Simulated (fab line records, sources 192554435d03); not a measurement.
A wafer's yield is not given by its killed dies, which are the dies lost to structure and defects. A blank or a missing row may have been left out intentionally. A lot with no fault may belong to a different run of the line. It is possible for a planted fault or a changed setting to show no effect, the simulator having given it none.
A struck lot beside a sound one | flow n5Finfet | 38 out of 1938 route steps
Sound: wafers L172.1, L172.2, L172.4. Struck: wafer L181.2 (left out: L181.6, a lot-mate that was not struck); the cause follows at the end.
Per side, at each step with rows, come the tool, then ch with its chambers, and then its first start. Under that, the readings that differ: sound wafers | struck wafers | difference of the means | sigmas: that difference in standard deviations of wafers without a fault.
alike: a reading whose means differ by less than 2 such deviations, as well as words and numbers matching on both sides. not compared: withheld readings; readings where some wafer has no value; bounds like >300 that might hide an equal value; numbers whose values overlap and for which the record gives no deviation.
Wherever a step has rows on one side only, a row that says differs or no value, or a row with sigmas, the two part there. Numbers that don't overlap but have no deviation are shown without sigmas and don't part them. A reading missing from all wafers of one side parts the sides only when that side holds two or more wafers.

first, 9 steps without rows for these wafers: N5_BEOL_M7_DESCUM_33 (chemistry O2, time 7 s); N5_BEOL_M7_ETCH_72 (etches underlayer in N2/H2, target depth 6.5 nm, time 5.2 s); N5_BEOL_M7_ETCH_65 (etches SiARC in CF4, target depth 15.6 nm, time 26 s); N5_BEOL_M7_ETCH_66 (etches SOC in N2/H2, target depth 80 nm, overetch 16 nm, time 120 s); N5_BEOL_M7_STRIP_69 (strips in N2/H2); N5_BEOL_M7_STRIP_73 (strips in N2/H2); N5_BEOL_M7_VIA_ETCH_34 (etches SiCOH lowk in C4F6/O2, target depth 125.5 nm, time 50.5 s); N5_BEOL_M7_STRIP_76 (strips in C4F6/O2); N5_BEOL_M7_STRIP_36 (strips in N2/H2).
N5_BEOL_M7_TRENCH_ETCH_37: etches SiCOH lowk in C4F6/O2, target depth 93.478 nm, time 31.2 s.
  sound on rieDiel-02 ch 0,1,2, day 9 11:42; struck on rieDiel-02 ch 3, day 11 08:10
reading                           | sound            | struck | difference | sigmas
rfHoursCounterH (h)               | 192 90 34        | 237    | +132       | 
showerheadPlenumPTorr (Torr)      | 2.91 2.88 3.02   | 2.72   | -0.22      | -2
model.BEOL_M7.featureDepthNm (nm) | 89.4 90.2 91.2   | 75.4   | -14.9      | 
model.etch.depthNm (nm)           | 89.3 90.17 91.22 | 75.5   | -14.7      | 
  alike: drypumpMotorCurrentA, oesProductAu, rfVppV, throttleValvePct
then, 2 steps without rows for these wafers: N5_BEOL_M7_ETCH_41 (etches SiCN in CH3F/O2, target depth 31.9 nm, time 57.8 s); N5_BEOL_M7_STRIP_80 (strips in N2/H2, time 10 s).
N5_BEOL_M7_OCD_MEAS_38:
  sound: ocd-01 at day 9 11:52; struck: ocd-01 at day 11 08:20
reading            | sound          | struck | difference | sigmas
trenchDepthNm (nm) | 89.3 90.2 90.7 | 75.2   | -14.9      | -8
then, 13 steps without rows for these wafers: N5_BEOL_M7_HM_STRIP_39 (strips TiN in peroxide tin strip, target depth 25 nm, time 158 s); N5_BEOL_M7_SRD_40 (time 30 s); N5_BEOL_M7_PRECLEAN_42 (cleans in residue remover, time 60 s); N5_BEOL_M7_SRD_43 (time 30 s); N5_BEOL_M7_CURE_75 (cures SiCOH lowk, time 120 s); N5_BEOL_M7_DEGAS_44 (time 60 s); N5_BEOL_M7_PRE_CLEAN_45 (time 30 s); N5_BEOL_M7_ALD_77 (deposits TaN, target thk 2 nm, pulse time 2 s, purge time 3 s); N5_BEOL_M7_SURFACE_TREAT_79; N5_BEOL_M7_CVD_78 (deposits Co from CCTBA/H2, target thk 2 nm, time 142.3 s); N5_BEOL_M7_SPUTTER_48 (material Cu, target thk 10 nm, time 1.667 s); N5_BEOL_M7_ECD_50 (material Cu, target thk 300 nm); N5_BEOL_M7_ANNEAL_51 (time 90 s).
N5_BEOL_M7_CMP_52: polishes, stops on SiCOH lowk, t overpolish 6.9 s, target thk 80 nm.
  sound on cmp-01 ch 0,1,2, day 9 14:10; struck on cmp-01 ch 3, day 11 10:24
reading                               | sound                | struck | difference | sigmas
clearingPlatenRpm (rpm)               | 50.000 50.002 50.006 | 49.940 | -0.063     | -2
model.Cu_of_BEOL_M7_ECD_50.thkNm (nm) | 77.2 77.2 77.2       | 59.2   | -18.0      | 
  alike: barrierFieldEndpointS, edgeZonePressureFrac, headPressurePsi, motorCurrentA, overpolishRunS, timeToEndpointS
N5_BEOL_M7_THK_MEAS_53: measures by xrf.
  sound: filmMetro-01 at day 9 14:25; struck: filmMetro-01 at day 11 10:39
reading     | sound          | struck | difference | sigmas
M7_THK (nm) | 76.9 77.3 77.4 | 59.4   | -17.8      | -8
then, 2 steps without rows for these wafers: N5_BEOL_M7_PRE_CLEAN_55 (time 15 s); N5_BEOL_M7_DEP_56 (deposits SiCN from 3MS/NH3, target thk 10 nm, time 17.5 s).
N5_BEOL_M7_RS_MEAS_57: measurement is done with a four-point probe.
  sound: filmMetro-01 at day 9 14:33; struck: filmMetro-01 at day 11 10:47
reading        | sound             | struck | difference | sigmas
M7_RS (ohm/sq) | 0.299 0.299 0.298 | 0.411  | +0.112     | +11
then, 5 steps without rows for these wafers: N5_BEOL_M8_ILD_DEP_00 (deposits SiCOH lowk from DEMS/porogen, target thk 179.75 nm, time 33.4 s); N5_BEOL_M8_CURE_74 (cures SiCOH lowk, time 240 s); N5_BEOL_M8_PECVD_70 (deposits SiO2 from TEOS/O2, target thk 20 nm, time 22.7 s); N5_BEOL_M8_HM_DEP_02 (deposits TiN, target thk 20 nm); N5_BEOL_M8_COAT_59 (time 60 s, resist thk 100 nm).
-- here the record skips 2 days between the struck wafers' starts before and after, leaving off in module BEOL_M8 and picking up in module BEOL_M15 (first step shown: number 1830 of the route) --
N5_BEOL_M15_RC_MEAS_101:
  sound on prober-02 ch 0, day 11 23:16; struck on prober-02 ch 0, day 13 18:22
reading                   | sound             | struck | difference | sigmas
SERP_M10 (ohm/um)         | 3.10 2.86 2.87    | 3.30   | +0.36      | +3
SERP_M13 (ohm/um)         | 0.308 0.309 0.315 | 0.336  | +0.025     | +4
SERP_M7 (ohm/um)          | 13.9 14.6 13.9    | 19.7   | +5.6       | +8
SERP_M7_max_site (ohm/um) | 14.6 14.9 14.5    | 20.6   | +5.9       | +9
  alike: COMB_M10, COMB_M11, COMB_M12, COMB_M13, COMB_M14, COMB_M15, COMB_M5, COMB_M6, COMB_M8, COMB_M9, SERP_M11, SERP_M12, SERP_M14, SERP_M14_max_site, SERP_M5, SERP_M6, SERP_M8, SERP_M9
N5_PASSIVATION_PROBE_49:
  sound: prober-02 at day 12 15:05; struck: prober-02 at day 14 07:46
reading              | sound          | struck | difference | sigmas
killedAtContacts     | 18 23 12       | 5      | -13        | -2
sort_bin_8_speed (%) | 0 0 0          | 11     | +11        | +3
sortNPass            | 1069 1079 1075 | 948    | -126       | -3
  alike: defectLimitedYield, killed_at_M0_to_M3, killed_at_M4_up, killedAtFrontEnd, killedAtOther, killedDies, killedOpen, killedShort, sort_bin_5_function, sort_bin_6_memory

== WHERE THEY PART ==
Last at N5_PASSIVATION_PROBE_49 as far as this record goes, first at N5_BEOL_M7_TRENCH_ETCH_37.

WHY: whatever the simulator had introduced
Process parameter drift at N5_BEOL_M7_TRENCH_ETCH_37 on rieDiel-02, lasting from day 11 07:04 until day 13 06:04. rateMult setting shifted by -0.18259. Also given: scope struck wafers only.
